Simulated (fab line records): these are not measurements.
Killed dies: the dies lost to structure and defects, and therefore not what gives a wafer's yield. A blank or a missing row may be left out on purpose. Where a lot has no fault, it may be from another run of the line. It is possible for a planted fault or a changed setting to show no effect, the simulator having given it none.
Split-lot experiment || flow n5 finfet || 21 wafers read across 7 lots, on a route 1938 steps long

== SPLIT DETAILS ==
At N5_BEOL_M15_ILD_DEP_00 (deposits SiO2 from TEOS/O2, target thk 1629.3 nm, time 346.1 s), the setting time s was moved away from the recipe's 346.1 s on 8 of the 21 wafers read, by -13.9% to +13.4%. The other wafers ran this setting at the recipe's value.

Split to reading: the file shows no intervening step.

== THE READING ==
Values of M15_ILD_THK in nm from N5_BEOL_M15_THK_MEAS_01. On this fab line, fault-free wafers typically give 1630 nm with a standard deviation of 23 nm.

{"wafer": "L075.1", "tool, chamber at the split": "pecvd-03, 2", "time s as run, s": 392.4, "against the recipe": "+13.4%", "M15_ILD_THK, nm": 1849, "against lot-mates on the recipe": "+215"}
{"wafer": "L075.3", "tool, chamber at the split": "pecvd-03, 1", "time s as run, s": 392.4, "against the recipe": "+13.4%", "M15_ILD_THK, nm": 1815, "against lot-mates on the recipe": "+181"}
{"wafer": "L075.6", "tool, chamber at the split": "pecvd-03, 1", "time s as run, s": 346.1, "against the recipe": "recipe", "M15_ILD_THK, nm": 1634, "against lot-mates on the recipe": "-"}
{"wafer": "L077.3", "tool, chamber at the split": "pecvd-03, 2", "time s as run, s": 346.1, "against the recipe": "recipe", "M15_ILD_THK, nm": 1624, "against lot-mates on the recipe": "-"}
{"wafer": "L077.4", "tool, chamber at the split": "pecvd-03, 2", "time s as run, s": 346.1, "against the recipe": "recipe", "M15_ILD_THK, nm": 1652, "against lot-mates on the recipe": "-"}
{"wafer": "L077.6", "tool, chamber at the split": "pecvd-03, 1", "time s as run, s": 346.1, "against the recipe": "recipe", "M15_ILD_THK, nm": 1647, "against lot-mates on the recipe": "-"}
{"wafer": "L082.4", "tool, chamber at the split": "pecvd-03, 0", "time s as run, s": 298, "against the recipe": "-13.9%", "M15_ILD_THK, nm": 1399, "against lot-mates on the recipe": -220}
{"wafer": "L082.5", "tool, chamber at the split": "pecvd-03, 1", "time s as run, s": 346.1, "against the recipe": "recipe", "M15_ILD_THK, nm": 1619, "against lot-mates on the recipe": "-"}
{"wafer": "L082.6", "tool, chamber at the split": "pecvd-03, 0", "time s as run, s": 298, "against the recipe": "-13.9%", "M15_ILD_THK, nm": 1396, "against lot-mates on the recipe": -223}
{"wafer": "L089.2", "tool, chamber at the split": "pecvd-03, 2", "time s as run, s": 346.1, "against the recipe": "recipe", "M15_ILD_THK, nm": 1635, "against lot-mates on the recipe": "-"}
{"wafer": "L089.4", "tool, chamber at the split": "pecvd-03, 1", "time s as run, s": 346.1, "against the recipe": "recipe", "M15_ILD_THK, nm": 1646, "against lot-mates on the recipe": "-"}
{"wafer": "L089.6", "tool, chamber at the split": "pecvd-03, 0", "time s as run, s": 346.1, "against the recipe": "recipe", "M15_ILD_THK, nm": 1633, "against lot-mates on the recipe": "-"}
{"wafer": "L092.2", "tool, chamber at the split": "pecvd-02, 1", "time s as run, s": 372.8, "against the recipe": "+7.7%", "M15_ILD_THK, nm": 1741, "against lot-mates on the recipe": "+109"}
{"wafer": "L092.3", "tool, chamber at the split": "pecvd-02, 0", "time s as run, s": 372.8, "against the recipe": "+7.7%", "M15_ILD_THK, nm": 1760, "against lot-mates on the recipe": "+128"}
{"wafer": "L092.4", "tool, chamber at the split": "pecvd-02, 1", "time s as run, s": 346.1, "against the recipe": "recipe", "M15_ILD_THK, nm": 1632, "against lot-mates on the recipe": "-"}
{"wafer": "L096.2", "tool, chamber at the split": "pecvd-03, 1", "time s as run, s": 386.2, "against the recipe": "+11.6%", "M15_ILD_THK, nm": 1786, "against lot-mates on the recipe": "+142"}
{"wafer": "L096.5", "tool, chamber at the split": "pecvd-03, 0", "time s as run, s": 346.1, "against the recipe": "recipe", "M15_ILD_THK, nm": 1646, "against lot-mates on the recipe": "-"}
{"wafer": "L096.6", "tool, chamber at the split": "pecvd-03, 2", "time s as run, s": 346.1, "against the recipe": "recipe", "M15_ILD_THK, nm": 1641, "against lot-mates on the recipe": "-"}
{"wafer": "L097.2", "tool, chamber at the split": "pecvd-02, 2", "time s as run, s": 346.1, "against the recipe": "recipe", "M15_ILD_THK, nm": 1621, "against lot-mates on the recipe": "-"}
{"wafer": "L097.3", "tool, chamber at the split": "pecvd-02, 1", "time s as run, s": 390.3, "against the recipe": "+12.8%", "M15_ILD_THK, nm": 1793, "against lot-mates on the recipe": "+159"}
{"wafer": "L097.6", "tool, chamber at the split": "pecvd-02, 0", "time s as run, s": 346.1, "against the recipe": "recipe", "M15_ILD_THK, nm": 1647, "against lot-mates on the recipe": "-"}

FIT RESULTS
A straight line over all 21 wafers: M15_ILD_THK changes by +15.2 nm for each +1% of time s; r = +0.99; the points scatter about the line by 16 nm.
The same after taking each lot's own level away (the mean of its wafers on the recipe; 21 wafers): +14.7 nm for each +1%; r = +0.99; scatter 14 nm.
That fit puts the effect of the largest move of time s on the reading at 2e+02 nm.
Measured against the standard deviation above, the lots' own levels, which go from 1619.0 to 1643.5 nm, span 1.1 times it.
Hence the lot-to-lot level has little effect on the slope; both slopes agree.
Check: with one of the wafers moved furthest among these (-13.9%) left out of the fit, the line predicts -204 nm for it against its lot-mates. It came out at -220 nm against them.

== THE WHOLE CHAIN: every reading that the file lists as answering this split, in the file's order ==
{"step": "N5_BEOL_M15_ILD_DEP_00", "what it does": "deposits SiO2 from TEOS/O2, target thk 1629.3 nm, time 346.1 s", "reading": "SiO2_of_BEOL_M15_ILD_DEP_00.thk nm (the simulator's own value, which no gauge read)", "change (the file's fit)": "+14.1 nm for each +1% of the setting", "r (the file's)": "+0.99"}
{"step": "N5_BEOL_M15_THK_MEAS_01", "what it does": "", "reading": "M15_ILD_THK", "change (the file's fit)": "+14.2 for each +1% of the setting", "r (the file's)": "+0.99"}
{"step": "N5_BEOL_M15_VIA_ETCH_16", "what it does": "etches SiO2 in C4F8/O2/Ar, target depth 1792.2 nm", "reading": "etch.depth nm (the simulator's own value, which no gauge read)", "change (the file's fit)": "+14.1 nm for each +1% of the setting", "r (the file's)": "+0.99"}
{"step": "N5_BEOL_M15_VIA_ETCH_16", "what it does": "etches SiO2 in C4F8/O2/Ar, target depth 1792.2 nm", "reading": "coat_of_BEOL_M15_COAT_04.thk nm (the simulator's own value, which no gauge read)", "change (the file's fit)": "-3.25 nm for each +1% of the setting", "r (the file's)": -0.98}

== FILE'S OWN FIT ==
M15_ILD_THK changes by +14.2 nm for each +1% of time s, r = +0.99.
